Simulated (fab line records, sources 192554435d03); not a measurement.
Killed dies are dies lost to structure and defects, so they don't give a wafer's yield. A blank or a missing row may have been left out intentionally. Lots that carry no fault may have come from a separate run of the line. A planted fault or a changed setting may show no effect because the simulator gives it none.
Split-lot experiment || flow n5 finfet || 39 wafers read across 7 lots, on a route 1938 steps long

SPLIT DETAILS
At N5_BEOL_M4_TRENCH_ETCH_37 (etches SiOC in C4F6/O2, target depth 55.555 nm, time 29.2 s), the setting target depth a was moved away from the recipe's 555.55 angstrom on 6 of the 39 wafers read, by -45.9% to +38.6%. This setting was run at the recipe's value on the other wafers.

FROM THE SPLIT TO THE READING: what the file shows between them, 13 steps
- N5_BEOL_M4_ETCH_41: etches SiCN in CH3F/O2, target depth 29.9 nm, time 52.5 s
- N5_BEOL_M4_STRIP_97: strips in N2/H2, time 10 s
- N5_BEOL_M4_OCD_MEAS_38
- N5_BEOL_M4_HM_STRIP_39: strips TiN in peroxide tin strip, target depth 25 nm, time 158 s
- N5_BEOL_M4_SRD_40: time 30 s
- N5_BEOL_M4_ECD_50: material Cu, target thk 300 nm
- N5_BEOL_M4_ANNEAL_51: time 90 s
- N5_BEOL_M4_CMP_52: polishes, stops on SiOC, t overpolish 6.8 s, target thk 40 nm
- N5_BEOL_M4_THK_MEAS_53: measures by xrf
- N5_BEOL_M4_PRE_CLEAN_60: time 15 s
- N5_BEOL_M4_CO_CAP_55: material Co, precursor CCTBA/H2, target thk 2 nm, time 102.1 s
- N5_BEOL_M4_PRE_CLEAN_56: time 15 s
- N5_BEOL_M4_DEP_57: deposits SiCN from 3MS/NH3, target thk 8 nm, time 14 s

THE READING
Measured at N5_BEOL_M4_RS_MEAS_58 by four-point probe: M4_RS, in ohm/sq. Typical for fault-free wafers on this fab line: 0.69 ohm/sq, with standard deviation 0.051 ohm/sq.

{"wafer": "L077.1", "tool, chamber at the split": "rie diel-01, 1", "target depth a as run, angstrom": 300.6, "against the recipe": "-45.9%", "M4_RS, ohm/sq": 2.45, "against lot-mates on the recipe": "+1.80"}
{"wafer": "L077.2", "tool, chamber at the split": "rie diel-01, 0", "target depth a as run, angstrom": 555.55, "against the recipe": "recipe", "M4_RS, ohm/sq": 0.64, "against lot-mates on the recipe": "-"}
{"wafer": "L077.3", "tool, chamber at the split": "rie diel-01, 2", "target depth a as run, angstrom": 300.6, "against the recipe": "-45.9%", "M4_RS, ohm/sq": 2.90, "against lot-mates on the recipe": "+2.25"}
{"wafer": "L077.4", "tool, chamber at the split": "rie diel-01, 3", "target depth a as run, angstrom": 555.55, "against the recipe": "recipe", "M4_RS, ohm/sq": 0.65, "against lot-mates on the recipe": "-"}
{"wafer": "L077.5", "tool, chamber at the split": "rie diel-01, 1", "target depth a as run, angstrom": 300.6, "against the recipe": "-45.9%", "M4_RS, ohm/sq": 2.77, "against lot-mates on the recipe": "+2.12"}
{"wafer": "L077.6", "tool, chamber at the split": "rie diel-01, 0", "target depth a as run, angstrom": 555.55, "against the recipe": "recipe", "M4_RS, ohm/sq": 0.66, "against lot-mates on the recipe": "-"}
{"wafer": "L079.1", "tool, chamber at the split": "rie diel-01, 0", "target depth a as run, angstrom": 555.55, "against the recipe": "recipe", "M4_RS, ohm/sq": 0.67, "against lot-mates on the recipe": "-"}
{"wafer": "L079.2", "tool, chamber at the split": "rie diel-01, 3", "target depth a as run, angstrom": 555.55, "against the recipe": "recipe", "M4_RS, ohm/sq": 0.70, "against lot-mates on the recipe": "-"}
{"wafer": "L079.3", "tool, chamber at the split": "rie diel-01, 1", "target depth a as run, angstrom": 555.55, "against the recipe": "recipe", "M4_RS, ohm/sq": 0.63, "against lot-mates on the recipe": "-"}
{"wafer": "L079.4", "tool, chamber at the split": "rie diel-01, 2", "target depth a as run, angstrom": 555.55, "against the recipe": "recipe", "M4_RS, ohm/sq": 0.67, "against lot-mates on the recipe": "-"}
{"wafer": "L079.5", "tool, chamber at the split": "rie diel-01, 3", "target depth a as run, angstrom": 555.55, "against the recipe": "recipe", "M4_RS, ohm/sq": 0.70, "against lot-mates on the recipe": "-"}
{"wafer": "L079.6", "tool, chamber at the split": "rie diel-01, 0", "target depth a as run, angstrom": 555.55, "against the recipe": "recipe", "M4_RS, ohm/sq": 0.67, "against lot-mates on the recipe": "-"}
{"wafer": "L081.1", "tool, chamber at the split": "rie diel-01, 3", "target depth a as run, angstrom": 555.55, "against the recipe": "recipe", "M4_RS, ohm/sq": 0.64, "against lot-mates on the recipe": "-"}
{"wafer": "L081.2", "tool, chamber at the split": "rie diel-01, 1", "target depth a as run, angstrom": 555.55, "against the recipe": "recipe", "M4_RS, ohm/sq": 0.67, "against lot-mates on the recipe": "-"}
{"wafer": "L081.3", "tool, chamber at the split": "rie diel-01, 0", "target depth a as run, angstrom": 555.55, "against the recipe": "recipe", "M4_RS, ohm/sq": 0.67, "against lot-mates on the recipe": "-"}
{"wafer": "L081.4", "tool, chamber at the split": "rie diel-01, 2", "target depth a as run, angstrom": 555.55, "against the recipe": "recipe", "M4_RS, ohm/sq": 0.76, "against lot-mates on the recipe": "-"}
{"wafer": "L081.5", "tool, chamber at the split": "rie diel-01, 0", "target depth a as run, angstrom": 555.55, "against the recipe": "recipe", "M4_RS, ohm/sq": 0.64, "against lot-mates on the recipe": "-"}
{"wafer": "L081.6", "tool, chamber at the split": "rie diel-01, 3", "target depth a as run, angstrom": 555.55, "against the recipe": "recipe", "M4_RS, ohm/sq": 0.70, "against lot-mates on the recipe": "-"}
{"wafer": "L083.1", "tool, chamber at the split": "rie diel-01, 2", "target depth a as run, angstrom": 555.55, "against the recipe": "recipe", "M4_RS, ohm/sq": 0.71, "against lot-mates on the recipe": "-"}
{"wafer": "L083.2", "tool, chamber at the split": "rie diel-01, 1", "target depth a as run, angstrom": 555.55, "against the recipe": "recipe", "M4_RS, ohm/sq": 0.69, "against lot-mates on the recipe": "-"}
{"wafer": "L083.3", "tool, chamber at the split": "rie diel-01, 3", "target depth a as run, angstrom": 555.55, "against the recipe": "recipe", "M4_RS, ohm/sq": 0.67, "against lot-mates on the recipe": "-"}
{"wafer": "L083.4", "tool, chamber at the split": "rie diel-01, 0", "target depth a as run, angstrom": 555.55, "against the recipe": "recipe", "M4_RS, ohm/sq": 0.65, "against lot-mates on the recipe": "-"}
{"wafer": "L083.5", "tool, chamber at the split": "rie diel-01, 1", "target depth a as run, angstrom": 555.55, "against the recipe": "recipe", "M4_RS, ohm/sq": 0.63, "against lot-mates on the recipe": "-"}
{"wafer": "L083.6", "tool, chamber at the split": "rie diel-01, 2", "target depth a as run, angstrom": 555.55, "against the recipe": "recipe", "M4_RS, ohm/sq": 0.70, "against lot-mates on the recipe": "-"}
{"wafer": "L085.1", "tool, chamber at the split": "rie diel-04, 1", "target depth a as run, angstrom": 555.55, "against the recipe": "recipe", "M4_RS, ohm/sq": 0.72, "against lot-mates on the recipe": "-"}
{"wafer": "L085.2", "tool, chamber at the split": "rie diel-04, 0", "target depth a as run, angstrom": 770.2, "against the recipe": "+38.6%", "M4_RS, ohm/sq": 0.39, "against lot-mates on the recipe": -0.40}
{"wafer": "L085.3", "tool, chamber at the split": "rie diel-04, 3", "target depth a as run, angstrom": 555.55, "against the recipe": "recipe", "M4_RS, ohm/sq": 0.81, "against lot-mates on the recipe": "-"}
{"wafer": "L085.4", "tool, chamber at the split": "rie diel-04, 2", "target depth a as run, angstrom": 770.2, "against the recipe": "+38.6%", "M4_RS, ohm/sq": 0.42, "against lot-mates on the recipe": -0.37}
{"wafer": "L085.5", "tool, chamber at the split": "rie diel-04, 2", "target depth a as run, angstrom": 770.2, "against the recipe": "+38.6%", "M4_RS, ohm/sq": 0.39, "against lot-mates on the recipe": -0.40}
{"wafer": "L085.6", "tool, chamber at the split": "rie diel-04, 3", "target depth a as run, angstrom": 555.55, "against the recipe": "recipe", "M4_RS, ohm/sq": 0.83, "against lot-mates on the recipe": "-"}
{"wafer": "L088.1", "tool, chamber at the split": "rie diel-03, 3", "target depth a as run, angstrom": 555.55, "against the recipe": "recipe", "M4_RS, ohm/sq": 0.70, "against lot-mates on the recipe": "-"}
{"wafer": "L088.2", "tool, chamber at the split": "rie diel-03, 1", "target depth a as run, angstrom": 555.55, "against the recipe": "recipe", "M4_RS, ohm/sq": 0.70, "against lot-mates on the recipe": "-"}
{"wafer": "L088.3", "tool, chamber at the split": "rie diel-03, 3", "target depth a as run, angstrom": 555.55, "against the recipe": "recipe", "M4_RS, ohm/sq": 0.71, "against lot-mates on the recipe": "-"}
{"wafer": "L088.4", "tool, chamber at the split": "rie diel-03, 1", "target depth a as run, angstrom": 555.55, "against the recipe": "recipe", "M4_RS, ohm/sq": 0.68, "against lot-mates on the recipe": "-"}
{"wafer": "L088.5", "tool, chamber at the split": "rie diel-03, 3", "target depth a as run, angstrom": 555.55, "against the recipe": "recipe", "M4_RS, ohm/sq": 0.71, "against lot-mates on the recipe": "-"}
{"wafer": "L088.6", "tool, chamber at the split": "rie diel-03, 1", "target depth a as run, angstrom": 555.55, "against the recipe": "recipe", "M4_RS, ohm/sq": 0.68, "against lot-mates on the recipe": "-"}
{"wafer": "L091.3", "tool, chamber at the split": "rie diel-03, 1", "target depth a as run, angstrom": 555.55, "against the recipe": "recipe", "M4_RS, ohm/sq": 0.67, "against lot-mates on the recipe": "-"}
{"wafer": "L091.4", "tool, chamber at the split": "rie diel-03, 2", "target depth a as run, angstrom": 555.55, "against the recipe": "recipe", "M4_RS, ohm/sq": 0.75, "against lot-mates on the recipe": "-"}
{"wafer": "L091.5", "tool, chamber at the split": "rie diel-03, 3", "target depth a as run, angstrom": 555.55, "against the recipe": "recipe", "M4_RS, ohm/sq": 0.81, "against lot-mates on the recipe": "-"}

THE FIT
A straight line over all 39 wafers: M4_RS changes by -0.0286 ohm/sq for each +1% of target depth a; r = -0.86; the points scatter about the line by 0.29 ohm/sq.
The same after taking each lot's own level away (the mean of its wafers on the recipe; 39 wafers): -0.0302 ohm/sq for each +1%; r = -0.88; scatter 0.28 ohm/sq.
The reading moves by 1.4 ohm/sq for the largest change in target depth a, on that fit.
The span of the lots' own levels, 0.650 to 0.787 ohm/sq, comes to 2.7 times the standard deviation stated above.
Hence the lot-to-lot level has little effect on the slope; both slopes agree.
Check: for one of the wafers moved furthest among these (-45.9%), held out of the fit, the line's prediction against its lot-mates is +1.41 ohm/sq. It came out at +1.8 ohm/sq against them.

ADDITIONAL SPLITS CARRIED BY THESE WAFERS
Note: prior to the reading, these wafers also went through further splits. Each is held against what the fit with the lots' levels taken away leaves over:
{"other split on the same wafers": "N5_HKMG_FIN_DESCUM_17 time s", "wafers away from the commonest value": 9, "r with M4_RS (lot level and that fit taken away)": -0.01}
{"other split on the same wafers": "N5_MOL_CONTACT_COAG_SPUTTER_143 target thk a", "wafers away from the commonest value": 18, "r with M4_RS (lot level and that fit taken away)": -0.12}
{"other split on the same wafers": "N5_BEOL_M1_ILD_DEP_00 target thk a", "wafers away from the commonest value": 15, "r with M4_RS (lot level and that fit taken away)": "+0.15"}
{"other split on the same wafers": "N5_BEOL_M2_ALD_98 ald cycles", "wafers away from the commonest value": 9, "r with M4_RS (lot level and that fit taken away)": "+0.09"}

THE WHOLE CHAIN: every reading that the file lists as answering this split, in the file's order
{"step": "N5_BEOL_M4_TRENCH_ETCH_37", "what it does": "etches SiOC in C4F6/O2, target depth 55.555 nm, time 29.2 s", "reading": "etch.depth nm (the simulator's own value, which no gauge read)", "change (the file's fit)": "+0.587 nm for each +1% of the setting", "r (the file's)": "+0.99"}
{"step": "N5_BEOL_M4_TRENCH_ETCH_37", "what it does": "etches SiOC in C4F6/O2, target depth 55.555 nm, time 29.2 s", "reading": "BEOL_M4.feature depth nm (the simulator's own value, which no gauge read)", "change (the file's fit)": "+0.587 nm for each +1% of the setting", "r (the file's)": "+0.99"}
{"step": "N5_BEOL_M4_OCD_MEAS_38", "what it does": "", "reading": "trench depth nm", "change (the file's fit)": "+0.588 nm for each +1% of the setting", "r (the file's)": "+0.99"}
{"step": "N5_BEOL_M4_CMP_52", "what it does": "polishes, stops on SiOC, t overpolish 6.8 s, target thk 40 nm", "reading": "Cu_of_BEOL_M4_ECD_50.thk nm (the simulator's own value, which no gauge read)", "change (the file's fit)": "+0.609 nm for each +1% of the setting", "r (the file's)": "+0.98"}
{"step": "N5_BEOL_M4_THK_MEAS_53", "what it does": "measures by xrf", "reading": "M4_THK", "change (the file's fit)": "+0.615 for each +1% of the setting", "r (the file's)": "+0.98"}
{"step": "N5_BEOL_M4_RS_MEAS_58", "what it does": "measures by four-point-probe", "reading": "M4_RS", "change (the file's fit)": "-0.0304 for each +1% of the setting", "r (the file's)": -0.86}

THE FILE'S OWN FIT
M4_RS changes by -0.0304 ohm/sq for each +1% of target depth a, r = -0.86.
